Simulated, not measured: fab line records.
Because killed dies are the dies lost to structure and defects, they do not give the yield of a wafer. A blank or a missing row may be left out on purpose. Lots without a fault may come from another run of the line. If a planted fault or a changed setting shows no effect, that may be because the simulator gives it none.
Lot-split experiment | flow n5Finfet | 39 wafers read from 7 lots, route of 1938 steps

## ABOUT THE SPLIT
At N5_MOL_CONTACT_COAG_ETCH_67 (etches SOC in N2/H2, target depth 60 nm, overetch 21 nm, time 101.2 s), the setting sourceW was moved away from the recipe's 840 W on 18 of the 39 wafers read, by -18.1% to +16.6%. For the rest of the wafers, this setting stayed at what the recipe calls for.

The reading is taken at the split's own step.

## THE READING
rfVppV, in V, at N5_MOL_CONTACT_COAG_ETCH_67 (etches SOC in N2/H2, target depth 60 nm, overetch 21 nm, time 101.2 s). A value of 523 V with a standard deviation of 3.4 V is what fault-free wafers of this fab line usually give.

wafer  | tool, chamber at the split | sourceW as run, W | against the recipe | rfVppV, V | against lot-mates on the recipe
L078.1 | rieDiel-03, 0              | 840               | recipe             | 519       | -
L078.2 | rieDiel-03, 1              | 840               | recipe             | 527       | -
L078.5 | rieDiel-03, 2              | 840               | recipe             | 524       | -
L081.1 | rieDiel-05, 1              | 840               | recipe             | 525       | -
L081.2 | rieDiel-05, 3              | 695               | -17.3%             | 563       | +41
L081.3 | rieDiel-05, 2              | 695               | -17.3%             | 552       | +30
L081.4 | rieDiel-05, 0              | 840               | recipe             | 522       | -
L081.5 | rieDiel-05, 2              | 840               | recipe             | 518       | -
L081.6 | rieDiel-05, 1              | 695               | -17.3%             | 560       | +38
L082.1 | rieDiel-05, 1              | 687.6             | -18.1%             | 560       | +38
L082.2 | rieDiel-05, 0              | 840               | recipe             | 524       | -
L082.3 | rieDiel-05, 3              | 687.6             | -18.1%             | 564       | +42
L082.4 | rieDiel-05, 2              | 840               | recipe             | 518       | -
L082.5 | rieDiel-05, 0              | 687.6             | -18.1%             | 559       | +37
L082.6 | rieDiel-05, 1              | 840               | recipe             | 524       | -
L083.1 | rieDiel-05, 2              | 840               | recipe             | 519       | -
L083.2 | rieDiel-05, 3              | 712.6             | -15.2%             | 558       | +35
L083.3 | rieDiel-05, 0              | 712.6             | -15.2%             | 552       | +29
L083.4 | rieDiel-05, 1              | 840               | recipe             | 525       | -
L083.5 | rieDiel-05, 2              | 712.6             | -15.2%             | 546       | +23
L083.6 | rieDiel-05, 1              | 840               | recipe             | 526       | -
L087.1 | rieDiel-03, 0              | 840               | recipe             | 519       | -
L087.2 | rieDiel-03, 3              | 840               | recipe             | 526       | -
L087.3 | rieDiel-03, 3              | 840               | recipe             | 525       | -
L087.4 | rieDiel-03, 0              | 946.8             | +12.7%             | 498       | -25
L087.5 | rieDiel-03, 3              | 946.8             | +12.7%             | 506       | -17
L087.6 | rieDiel-03, 0              | 946.8             | +12.7%             | 498       | -25
L089.1 | rieDiel-04, 3              | 840               | recipe             | 523       | -
L089.2 | rieDiel-04, 2              | 899.2             | +7.0%              | 511       | -14
L089.3 | rieDiel-04, 0              | 899.2             | +7.0%              | 517       | -8
L089.4 | rieDiel-04, 1              | 840               | recipe             | 523       | -
L089.5 | rieDiel-04, 1              | 899.2             | +7.0%              | 512       | -13
L089.6 | rieDiel-04, 0              | 840               | recipe             | 528       | -
L092.1 | rieDiel-05, 0              | 840               | recipe             | 522       | -
L092.2 | rieDiel-05, 1              | 979.8             | +16.6%             | 498       | -22
L092.3 | rieDiel-05, 3              | 979.8             | +16.6%             | 502       | -18
L092.4 | rieDiel-05, 2              | 840               | recipe             | 518       | -
L092.5 | rieDiel-05, 2              | 840               | recipe             | 519       | -
L092.6 | rieDiel-05, 1              | 979.8             | +16.6%             | 498       | -22

FIT RESULTS
A straight line over all 39 wafers: rfVppV changes by -1.83 V for each +1% of sourceW; r = -0.98; the points scatter about the line by 4.2 V.
The same after taking each lot's own level away (the mean of its wafers on the recipe; 39 wafers): -1.82 V for each +1%; r = -0.97; scatter 4.5 V.
On that fit, the largest move of sourceW shifts the reading by 33 V.
Measured against the standard deviation above, the lots' own levels, which go from 519.7 to 524.7 V, span 1.5 times it.
The two slopes agree, so the slope changes little with the lot-to-lot level.
Check: +34.6 V against its lot-mates is what the line predicts for one of the wafers moved furthest among these (-18.1%) when that wafer is left out of the fit. It came out at +38 V against them.
Tool readings at the split's step, against how far the setting was moved: rfVppV r = -0.98.

## THESE WAFERS: OTHER SPLITS
Other splits were also applied to these wafers ahead of the reading. Each is held against what the fit with the lots' levels taken away leaves over:
other split on the same wafers       | wafers away from the commonest value | r with rfVppV (lot level and that fit taken away)
N5_PMOS_HMC_CHANNEL_EPI_EPI_20 tempC | 15                                   | +0.11
N5_DUMMY_GATE_EXPOSE_12 doseMj       | 15                                   | -0.39
N5_DUMMY_GATE_ETCH_37 sourceW        | 9                                    | -0.21
N5_DUMMY_GATE_ETCH_31 targetDepthA   | 12                                   | -0.04
N5_GATE_CUT_ETCH_58 timeS            | 6                                    | -0.13

## FILE'S OWN FIT
rfVppV changes by -1.84 V for each +1% of sourceW, r = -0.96.
